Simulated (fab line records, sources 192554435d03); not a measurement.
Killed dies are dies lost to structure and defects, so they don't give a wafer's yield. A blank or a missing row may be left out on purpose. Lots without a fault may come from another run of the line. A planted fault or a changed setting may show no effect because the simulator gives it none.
fab line records | flow n5_finfet | part 1 of 2: steps 1 to 22 of 32
record lots=5 wafers=15 last_day=17
route steps=1938 shown BEOL_M6@1236 BEOL_M7@1263
lots that met no fault: from a run of the same line without faults
start_h: hours from the record's first day to the start of the lot's first wafer shown | wait_h: hours since the lot's step before | " the same as in the row above | L1.1+2: a row that stands for several wafers | - no value, or no start given | * or withheld: withheld | < > ~ a bound
route shown NAME@n: a module of which the file shows steps, and the number in the route of the first | usual: mean/standard deviation of fault-free wafers | same: alike in all rows | chamber/n: place in a boat | sites: the reading at each site | _std_site: their standard deviation | _edge_site: outer sites' mean less inner sites' | radius_mm: how far each site lies from the wafer's centre | mask NAME#n: copy n | behind: the tool/chamber that last shaped the wafer | hold: why the lot was held/for how many hours/how that ended | device: the transistor (n, p or np) that didn't switch | end of line: the same wafers' tests at the end of the route | a step without rows: its recipe alone | killed: dies lost to structure and defects at the first sort, not the wafer's yield | map: a wafer's dies, x killed, . not, _ none there
set.NAME: the setting as run; set.NAME@STEP: as run at that earlier step | model.NAME: the simulator's own value behind a step, which no gauge read
lots at some steps of the route; a table a step, a row a wafer
services: from which hour (start_h, from the record's first day; less than 0 if before it) a tool's chamber was out of use, for how many hours, and why
## steps
# step N5_BEOL_M6_VIA_ETCH_34
# recipe chemistry=C4F6/O2 target=SiCOH_lowk target_depth_a=1263 mask_material=SOC taper_deg=4 time_s=50.9 ion_energy_ev=250 pressure_mtorr=30 source_w=345 bias_w=185 Ar_flow_sccm=300 C4F6_flow_sccm=10 O2_flow_sccm=10
# usual drypump_motor_current_A=5.8/0.45 oes_product_au=0.79/0.1 rf_vpp_V=670/13 showerhead_plenum_p_Torr=2.83/0.1 throttle_valve_pct=20.90/0.24
# columns lot.wafer tool chamber start_h wait_h drypump_motor_current_A oes_product_au rf_hours_counter_h rf_vpp_V showerhead_plenum_p_Torr throttle_valve_pct
L076.1 rie_diel-05 3 201.58 0.0 6.5 0.70 213 673 2.94 21.20
L076.4 " 2 " " 5.5 0.89 26 685 2.79 20.59
L076.6 " 2 " " 5.5 0.89 - 684 2.79 20.59
L080.2 rie_diel-03 0 221.13 0.0 6.3 0.66 254 660 2.79 21.01
L080.4 " 0 " " 6.3 0.66 - 660 2.79 20.99
L080.6 " 1 " " 6.3 0.77 - 646 2.87 21.00
L087.2 rie_diel-05 2 273.70 0.0 5.5 0.86 52 684 2.78 20.63
L087.3 " 1 " " 5.1 0.68 251 666 2.92 21.22
L087.6 " 3 " " 6.5 0.70 - 671 2.93 21.27
L092.3 rie_diel-02 2 302.52 0.0 5.8 0.87 37 696 2.78 20.79
L092.4 " 3 " " 6.0 0.79 93 656 2.74 20.94
L092.5 " 1 " " 5.4 0.69 - 678 2.95 20.93
L096.1 rie_diel-02 3 325.56 0.0 6.0 0.78 103 655 2.74 20.95
L096.4 " 2 " " 5.8 0.86 46 694 2.77 20.77
L096.6 " 3 " " 6.0 0.78 - 656 2.74 20.95
# step N5_BEOL_M6_STRIP_76
# recipe chemistry=C4F6/O2 resist=SiARC rf_frequency_hz=6e+07
# columns lot.wafer tool chamber start_h wait_h
L076.1+4+6 rie_diel-05 3,2,2 201.62 0.0
L080.2+4+6 rie_diel-03 0,0,1 221.17 0.0
L087.2+3+6 rie_diel-05 2,1,3 273.74 0.0
L092.3+4+5 rie_diel-02 2,3,1 302.56 0.0
L096.1+4+6 rie_diel-02 3,2,3 325.61 0.0
# step N5_BEOL_M6_STRIP_36
# recipe chemistry=N2/H2 power_w=450 temp_c=40 pressure_mtorr=20 rf_frequency_hz=6e+07 overash_fraction=0.3 bias_power_w=7 h2_frac=0.5 n2_flow_sccm=200 h2_flow_sccm=200
# usual drypump_motor_current_A=5.8/0.45 oes_product_au=0.79/0.11 rf_vpp_V=59.0/1.6 showerhead_plenum_p_Torr=2.52/0.094 throttle_valve_pct=23.57/0.25
# columns lot.wafer tool chamber start_h wait_h drypump_motor_current_A oes_product_au rf_hours_counter_h rf_vpp_V showerhead_plenum_p_Torr throttle_valve_pct
L076.1 rie_diel-05 3 201.63 0.0 6.5 0.70 213 60.3 2.63 24.08
L076.4 " 2 " " 5.5 0.93 26 58.0 2.48 23.18
L076.6 " 2 " " 5.5 0.93 - 57.4 2.48 23.20
L080.2 rie_diel-03 0 221.18 0.0 6.3 0.65 254 59.8 2.49 23.66
L080.4 " 0 " " 6.3 0.65 - 57.7 2.49 23.69
L080.6 " 1 " " 6.4 0.75 - 59.3 2.53 23.48
L087.2 rie_diel-05 2 273.75 0.0 5.5 0.87 52 57.4 2.47 23.23
L087.3 " 1 " " 5.2 0.67 251 59.9 2.60 23.67
L087.6 " 3 " " 6.5 0.68 - 58.1 2.62 24.13
L092.3 rie_diel-02 2 302.57 0.0 5.8 0.86 37 56.9 2.47 23.59
L092.4 " 3 " " 6.0 0.79 93 58.6 2.44 23.59
L092.5 " 1 " " 5.4 0.70 - 61.6 2.63 23.73
L096.1 rie_diel-02 3 325.62 0.0 6.0 0.77 103 58.5 2.44 23.59
L096.4 " 2 " " 5.8 0.85 46 58.6 2.46 23.61
L096.6 " 3 " " 5.9 0.77 - 56.2 2.44 23.60
# step N5_BEOL_M6_TRENCH_ETCH_37
# recipe chemistry=C4F6/O2 target_depth_a=944.35 target=SiCOH_lowk time_s=31.5 ion_energy_ev=250 pressure_mtorr=30 source_w=345 bias_w=185 Ar_flow_sccm=300 C4F6_flow_sccm=10 O2_flow_sccm=10
# usual drypump_motor_current_A=5.8/0.45 oes_product_au=0.79/0.1 rf_vpp_V=669/13 showerhead_plenum_p_Torr=2.83/0.1 throttle_valve_pct=20.93/0.23
# columns lot.wafer tool chamber start_h wait_h drypump_motor_current_A oes_product_au rf_hours_counter_h rf_vpp_V showerhead_plenum_p_Torr throttle_valve_pct
L076.1 rie_diel-05 3 - - 6.5 0.71 213 672 2.94 21.25
L076.4 " 2 " " 5.5 0.90 26 684 2.79 20.63
L076.6 " 2 " " 5.5 0.91 - 686 2.79 20.62
L080.2 rie_diel-03 0 - - 6.3 0.66 254 657 2.79 21.02
L080.4 " 0 " " 6.3 0.66 - 658 2.79 21.02
L080.6 " 1 " " 6.3 0.77 - 647 2.87 21.04
L087.2 rie_diel-05 2 - - 5.5 0.86 52 683 2.78 20.66
L087.3 " 1 " " 5.1 0.67 251 665 2.92 21.26
L087.6 " 3 " " 6.5 0.68 - 672 2.93 21.29
L092.3 rie_diel-02 2 - - 5.8 0.87 37 695 2.78 20.79
L092.4 " 3 " " 6.0 0.79 93 657 2.74 20.97
L092.5 " 1 " " 5.3 0.69 - 677 2.95 20.98
L096.1 rie_diel-02 3 - - 6.0 0.78 103 656 2.74 20.98
L096.4 " 2 " " 5.7 0.86 46 694 2.77 20.82
L096.6 " 3 " " 6.0 0.78 - 655 2.74 21.00
# step N5_BEOL_M6_ETCH_41
# recipe chemistry=CH3F/O2 target=SiCN target_depth_a=297 taper_deg=2 time_s=52 ion_energy_ev=120 mask_material=TiN pressure_mtorr=30 source_w=395 bias_w=75 Ar_flow_sccm=150 CH3F_flow_sccm=30 O2_flow_sccm=20
# usual drypump_motor_current_A=5.8/0.45 oes_product_au=0.79/0.1 rf_vpp_V=297.1/1.7 showerhead_plenum_p_Torr=1.99/0.074 throttle_valve_pct=16.33/0.26
# columns lot.wafer tool chamber start_h wait_h drypump_motor_current_A oes_product_au rf_hours_counter_h rf_vpp_V showerhead_plenum_p_Torr throttle_valve_pct
L076.1 rie_diel-05 3 - - 6.5 0.70 213 298.9 2.07 16.65
L076.4 " 2 " " 5.5 0.90 26 298.3 1.96 15.99
L076.6 " 2 " " 5.5 0.90 - 296.7 1.96 15.97
L080.2 rie_diel-03 0 - - 6.3 0.66 254 296.7 1.96 16.53
L080.4 " 0 " " 6.3 0.65 - 297.3 1.96 16.53
L080.6 " 1 " " 6.3 0.76 - 298.2 2.01 16.41
L087.2 rie_diel-05 2 - - 5.5 0.86 52 296.5 1.95 16.02
L087.3 " 1 " " 5.2 0.67 251 297.9 2.06 16.71
L087.6 " 3 " " 6.5 0.68 - 297.2 2.06 16.69
L092.3 rie_diel-02 2 - - 5.8 0.87 37 297.1 1.95 16.17
L092.4 " 3 " " 6.0 0.78 93 297.0 1.92 16.38
L092.5 " 1 " " 5.4 0.69 - 297.9 2.08 16.38
L096.1 rie_diel-02 3 - - 6.0 0.79 103 295.8 1.92 16.41
L096.4 " 2 " " 5.8 0.87 46 296.9 1.95 16.20
L096.6 " 3 " " 5.9 0.78 - 296.8 1.92 16.41
# step N5_BEOL_M6_STRIP_80
# recipe chemistry=N2/H2 time_s=10 power_w=450 temp_c=40 pressure_mtorr=20 rf_frequency_hz=6e+07 bias_power_w=7 n2_flow_sccm=200 h2_flow_sccm=200
# usual drypump_motor_current_A=5.8/0.45 oes_product_au=0.79/0.1 rf_vpp_V=59.1/0.85 showerhead_plenum_p_Torr=2.52/0.093 throttle_valve_pct=23.58/0.26
# columns lot.wafer tool chamber start_h wait_h drypump_motor_current_A oes_product_au rf_hours_counter_h rf_vpp_V showerhead_plenum_p_Torr throttle_valve_pct
L076.1 rie_diel-05 3 - - 6.5 0.69 213 58.9 2.63 24.09
L076.4 " 2 " " 5.5 0.91 26 61.0 2.48 23.19
L076.6 " 2 " " 5.5 0.92 - 58.7 2.48 23.22
L080.2 rie_diel-03 0 - - 6.3 0.66 254 59.9 2.49 23.66
L080.4 " 0 " " 6.3 0.65 - 58.7 2.49 23.66
L080.6 " 1 " " 6.3 0.76 - 57.8 2.53 23.50
L087.2 rie_diel-05 2 - - 5.5 0.88 52 59.8 2.47 23.22
L087.3 " 1 " " 5.1 0.68 251 59.2 2.60 23.70
L087.6 " 3 " " 6.5 0.68 - 58.7 2.62 24.11
L092.3 rie_diel-02 2 - - 5.8 0.88 37 59.5 2.47 23.59
L092.4 " 3 " " 5.9 0.79 93 59.0 2.44 23.58
L092.5 " 1 " " 5.3 0.69 - 58.2 2.63 23.74
L096.1 rie_diel-02 3 - - 5.9 0.78 103 60.2 2.44 23.59
L096.4 " 2 " " 5.8 0.85 46 58.5 2.46 23.62
L096.6 " 3 " " 6.0 0.78 - 59.9 2.44 23.58
# step N5_BEOL_M6_OCD_MEAS_38
# usual trench_depth_nm=94.7/1.3
# columns lot.wafer tool chamber start_h wait_h trench_depth_nm
L076.1 ocd-02 - 201.82 - 97.3
L076.4 " - " " 95.3
L076.6 " - " " 95.7
L080.2 ocd-01 - 221.38 - 92.4
L080.4 " - " " 92.4
L080.6 " - " " 93.5
L087.2 ocd-02 - 273.95 - 93.7
L087.3 " - " " 92.8
L087.6 " - " " 95.5
L092.3 ocd-02 - 302.77 - 94.7
L092.4 " - " " 94.1
L092.5 " - " " 91.6
L096.1 ocd-02 - 325.81 - 94.6
L096.4 " - " " 95.0
L096.6 " - " " 93.7
# step N5_BEOL_M6_HM_STRIP_39
# recipe chemistry=peroxide_tin_strip material=TiN target_depth_a=250 temp_c=50 time_s=158
# columns lot.wafer tool chamber start_h wait_h
L076.1+4+6 wet_bench-01 0,3,1 201.85 0.0
L080.2+4+6 wet_bench-03 2,3,1 221.41 0.0
L087.2+3+6 wet_bench-03 5,4,1 273.98 0.0
L092.3+4+5 wet_bench-06 7,4,5 302.80 0.0
L096.1+4+6 wet_bench-01 5,1,7 325.84 0.0
# step N5_BEOL_M6_SRD_40
# recipe time_s=30 temp_c=23 rinse_liquid=diw dry=ipa_marangoni
# columns lot.wafer tool chamber start_h wait_h
L076.1+4+6 wet_bench-01 0,3,1 201.90 0.0
L080.2+4+6 wet_bench-03 2,3,1 221.46 0.0
L087.2+3+6 wet_bench-03 5,4,1 274.03 0.0
L092.3+4+5 wet_bench-06 7,4,5 302.85 0.0
L096.1+4+6 wet_bench-01 5,1,7 325.89 0.0
# step N5_BEOL_M6_PRECLEAN_42
# recipe chemistry=residue_remover time_s=60 temp_c=40
# columns lot.wafer tool chamber start_h wait_h
L076.1+4+6 wet_bench-01 0,3,1 201.92 0.0
L080.2+4+6 wet_bench-03 2,3,1 221.47 0.0
L087.2+3+6 wet_bench-03 5,4,1 274.04 0.0
L092.3+4+5 wet_bench-06 7,4,5 302.86 0.0
L096.1+4+6 wet_bench-01 5,1,7 325.91 0.0
# step N5_BEOL_M6_SRD_43
# recipe time_s=30 temp_c=23 rinse_liquid=diw dry=ipa_marangoni
# columns lot.wafer tool chamber start_h wait_h
L076.1+4+6 wet_bench-01 0,3,1 201.94 0.0
L080.2+4+6 wet_bench-03 2,3,1 221.49 0.0
L087.2+3+6 wet_bench-03 5,4,1 274.06 0.0
L092.3+4+5 wet_bench-06 7,4,5 302.88 0.0
L096.1+4+6 wet_bench-01 5,1,7 325.92 0.0
# step N5_BEOL_M6_CD_MEAS_35
# recipe target_cd_nm=40 target_cd_y_nm=28 polarity=opening
# usual cd_nm=40.1/0.74
# columns lot.wafer tool chamber start_h wait_h cd_nm
L076.1 cd_sem-02 - 201.98 0.0 40.6
L076.4 " - " " 39.5
L076.6 " - " " 39.9
L080.2 cd_sem-02 - 221.53 0.0 40.3
L080.4 " - " " 39.9
L080.6 " - " " 40.4
L087.2 cd_sem-03 - 274.10 0.0 39.5
L087.3 " - " " 40.0
L087.6 " - " " 41.2
L092.3 cd_sem-03 - 302.92 0.0 41.1
L092.4 " - " " 40.1
L092.5 " - " " 40.5
L096.1 cd_sem-02 - 325.96 0.0 40.5
L096.4 " - " " 40.5
L096.6 " - " " 39.1
# step N5_BEOL_M6_CURE_75
# recipe temp_c=370 time_s=120 ambient=DMADMS/He material=SiCOH_lowk
# usual lamp_power_pct=52.31/0.056 wafer_temp_C_max=372.1/0.77
# columns lot.wafer tool chamber start_h wait_h lamp_power_pct wafer_temp_C_max
L076.1 uv_cure-01 2 202.02 0.0 52.38 372.3
L076.4 " 2 " " 52.29 372.6
L076.6 " 2 " " 52.28 371.8
L080.2 uv_cure-01 1 221.83 0.3 52.25 371.6
L080.4 " 1 " " 52.25 370.9
L080.6 " 1 " " 52.39 371.1
L087.2 uv_cure-01 0 274.19 0.1 52.23 371.4
L087.3 " 0 " " 52.25 373.1
L087.6 " 0 " " 52.38 372.3
L092.3 uv_cure-02 0 303.06 0.1 52.35 372.1
L092.4 " 0 " " 52.31 372.3
L092.5 " 0 " " 52.31 372.2
L096.1 uv_cure-02 2 326.01 0.0 52.37 373.0
L096.4 " 2 " " 52.35 373.1
L096.6 " 2 " " 52.34 373.2
# step N5_BEOL_M6_DEGAS_44
# recipe ambient=vacuum temp_c=250 time_s=60
# usual heater_power_w=332/40
# columns lot.wafer tool chamber start_h wait_h heater_power_w
L076.1 pvd_sputter-01 - 202.38 0.3 359
L076.4 " - " " 278
L076.6 " - " " 376
L080.2 pvd_sputter-02 - 224.05 2.2 267
L080.4 " - " " 365
L080.6 " - " " 328
L087.2 pvd_sputter-03 - 274.57 0.3 364
L087.3 " - " " 334
L087.6 " - " " 348
L092.3 pvd_sputter-01 - 303.52 0.4 280
L092.4 " - " " 343
L092.5 " - " " 275
L096.1 pvd_sputter-02 - 326.60 0.5 257
L096.4 " - " " 309
L096.6 " - " " 366
# step N5_BEOL_M6_PRE_CLEAN_45
# recipe gas=H2/He time_s=30 temp_c=250
# usual heater_power_w=332/40
# columns lot.wafer tool chamber start_h wait_h heater_power_w
L076.1 pvd_sputter-01 - 202.42 0.0 354
L076.4 " - " " 277
L076.6 " - " " 385
L080.2 pvd_sputter-02 - 224.09 0.0 266
L080.4 " - " " 357
L080.6 " - " " 325
L087.2 pvd_sputter-03 - 274.61 0.0 347
L087.3 " - " " 341
L087.6 " - " " 356
L092.3 pvd_sputter-01 - 303.56 0.0 277
L092.4 " - " " 354
L092.5 " - " " 279
L096.1 pvd_sputter-02 - 326.64 0.0 257
L096.4 " - " " 308
L096.6 " - " " 367
# step N5_BEOL_M6_ALD_77
# recipe material=TaN target_thk_a=20 temp_c=275 ald_precursor_family=PDMAT ald_co_reactant=NH3 pressure_torr=3 carrier_flow_sccm=1500 pulse_time_s=2 purge_time_s=3 co_reactant_purge_time_s=2 co_reactant_pulse_time_s=3 ald_cycles=40 precursor_vessel_temp_c=75 precursor_vessel_pressure_torr=26.25 precursor_vessel_carrier_sccm=1000
# usual heater_power_w=419/51
# same pulse_time_s=2
# columns lot.wafer tool chamber start_h wait_h heater_power_w
L076.1 ald_metal-02 2 202.71 0.3 488
L076.4 " 2 " " 475
L076.6 " 0 " " 412
L080.2 ald_metal-02 2 224.15 0.0 467
L080.4 " 3 " " 423
L080.6 " 3 " " 421
L087.2 ald_metal-04 2 274.67 0.0 365
L087.3 " 0 " " 385
L087.6 " 3 " " 347
L092.3 ald_metal-03 2 303.62 0.0 438
L092.4 " 1 " " 388
L092.5 " 3 " " 541
L096.1 ald_metal-03 2 326.72 0.1 440
L096.4 " 0 " " 367
L096.6 " 2 " " 438
# step N5_BEOL_M6_SURFACE_TREAT_79
# recipe gas=Ar time_s=* ion_energy_ev=* ion_current_ma_cm2=0.5 pressure_mtorr=* ar_flow_sccm=30
# usual throttle_valve_pct=*
# columns lot.wafer tool chamber start_h wait_h throttle_valve_pct
L076.1 pvd_sputter-02 - 203.60 0.8 *
L076.4 " - " " *
L076.6 " - " " *
L080.2 pvd_sputter-01 - 224.46 0.2 *
L080.4 " - " " *
L080.6 " - " " *
L087.2 pvd_sputter-02 - 274.96 0.2 *
L087.3 " - " " *
L087.6 " - " " *
L092.3 pvd_sputter-03 - 303.98 0.2 *
L092.4 " - " " *
L092.5 " - " " *
L096.1 pvd_sputter-03 - 327.06 0.2 *
L096.4 " - " " *
L096.6 " - " " *
# step N5_BEOL_M6_CVD_78
# recipe material=Co target_thk_a=20 temp_c=withheld precursor=CCTBA/H2 pressure_torr=30 time_s=142.3
# columns lot.wafer tool chamber start_h wait_h
L076.1+4+6 cvd_co-02 0,1,0 203.68 0.1
L080.2+4+6 cvd_co-02 2,0,1 224.54 0.1
L087.2+3+6 cvd_co-02 1,2,0 275.05 0.1
L092.3+4+5 cvd_co-02 1,1,2 304.04 0.0
L096.1+4+6 cvd_co-01 1,2,1 327.31 0.2
# step N5_BEOL_M6_SPUTTER_48
# recipe material=Cu target_thk_a=100 temp_c=-20 bias_v=60 power_w=26000 chamber_pressure_pa=0.13 time_s=1.667
# usual throttle_valve_pct=29.9/1.2
# columns lot.wafer tool chamber start_h wait_h throttle_valve_pct
L076.1 pvd_sputter-02 - 203.88 0.2 29.3
L076.4 " - " " 28.6
L076.6 " - " " 29.3
L080.2 pvd_sputter-02 - 224.73 0.2 30.9
L080.4 " - " " 28.4
L080.6 " - " " 31.2
L087.2 pvd_sputter-03 - 275.17 0.1 30.7
L087.3 " - " " 28.1
L087.6 " - " " 30.9
L092.3 pvd_sputter-01 - 304.28 0.2 30.1
L092.4 " - " " 27.8
L092.5 " - " " 29.6
L096.1 pvd_sputter-02 - 329.14 1.8 28.3
L096.4 " - " " 31.0
L096.6 " - " " 28.3
# step N5_BEOL_M6_ECD_50
# recipe material=Cu target_thk_a=3000
# columns lot.wafer tool chamber start_h wait_h
L076.1+4+6 ecd_cu-02 0,1,0 203.99 0.1
L080.2+4+6 ecd_cu-01 0 224.85 0.1
L087.2+3+6 ecd_cu-02 1,0,1 275.29 0.1
L092.3+4+5 ecd_cu-01 0,1,0 304.42 0.1
L096.1+4+6 ecd_cu-01 0,1,0 329.26 0.1
# step N5_BEOL_M6_ANNEAL_51
# recipe temp_c=225 time_s=90 ambient=N2
# usual wafer_temp_C_max=225.67/0.28
# columns lot.wafer tool chamber start_h wait_h wafer_temp_C_max
L076.1 rtp_anneal-01 0 204.85 0.8 225.24
L076.4 " 0 " " 225.57
L076.6 " 0 " " 225.57
L080.2 rtp_anneal-01 0 227.54 2.7 225.75
L080.4 " 0 " " 225.55
L080.6 " 0 " " 225.65
L087.2 rtp_anneal-01 0 275.61 0.3 225.39
L087.3 " 0 " " 225.75
L087.6 " 0 " " 225.65
L092.3 rtp_anneal-01 0 304.58 0.1 225.62
L092.4 " 0 " " 225.33
L092.5 " 0 " " 225.99
L096.1 rtp_anneal-01 0 329.35 0.1 225.61
L096.4 " 0 " " 225.67
L096.6 " 0 " " 225.59
# step N5_BEOL_M6_CMP_52
# recipe stop_on=SiCOH_lowk t_overpolish_s=6.9 down_force_psi=1 platen_rpm=50 clearing_platen_down_force_psi=1.5 clearing_platen_rpm=50 post_cmp_clean=cu_alkaline target_thk_nm=80 clearing_platen_pad_velocity_m_s=0.99484 pad_velocity_m_s=0.99484
# usual barrier_field_endpoint_s=29.1/0.73 clearing_platen_rpm=50.000/0.027 motor_current_A=6.1/0.49 overpolish_run_s=6.900/0.009 time_to_endpoint_s=63/3.1
# columns lot.wafer tool chamber start_h wait_h barrier_field_endpoint_s clearing_platen_rpm motor_current_A overpolish_run_s time_to_endpoint_s
L076.1 cmp-01 2 205.15 0.3 28.2 50.013 6.1 6.893 59
L076.4 " 0 " " 28.5 50.000 5.8 6.893 57
L076.6 " 3 " " 29.2 49.976 6.0 6.880 60
L080.4 cmp-04 2 227.83 0.2 29.1 49.975 7.1 6.911 62
L080.2 " 0 " " 29.1 50.030 6.3 6.891 61
L080.6 " 1 " " 29.1 50.051 7.5 6.898 59
L087.3 cmp-02 0 275.90 0.2 28.6 50.003 6.6 6.911 62
L087.2 " 1 " " 28.4 50.028 6.5 6.896 58
L087.6 " 3 " " 28.3 49.949 5.9 6.905 56
L092.3 cmp-04 1 304.83 0.2 30.6 50.009 7.2 6.897 65
L092.4 " 3 " " 28.7 50.008 6.1 6.892 61
L092.5 " 0 " " 30.2 49.969 6.5 6.892 67
L096.4 cmp-04 3 329.65 0.1 29.1 50.007 6.1 6.879 57
L096.1 " 1 " " 29.2 49.975 7.0 6.896 65
L096.6 " 3 " " 29.3 50.023 5.6 6.925 60
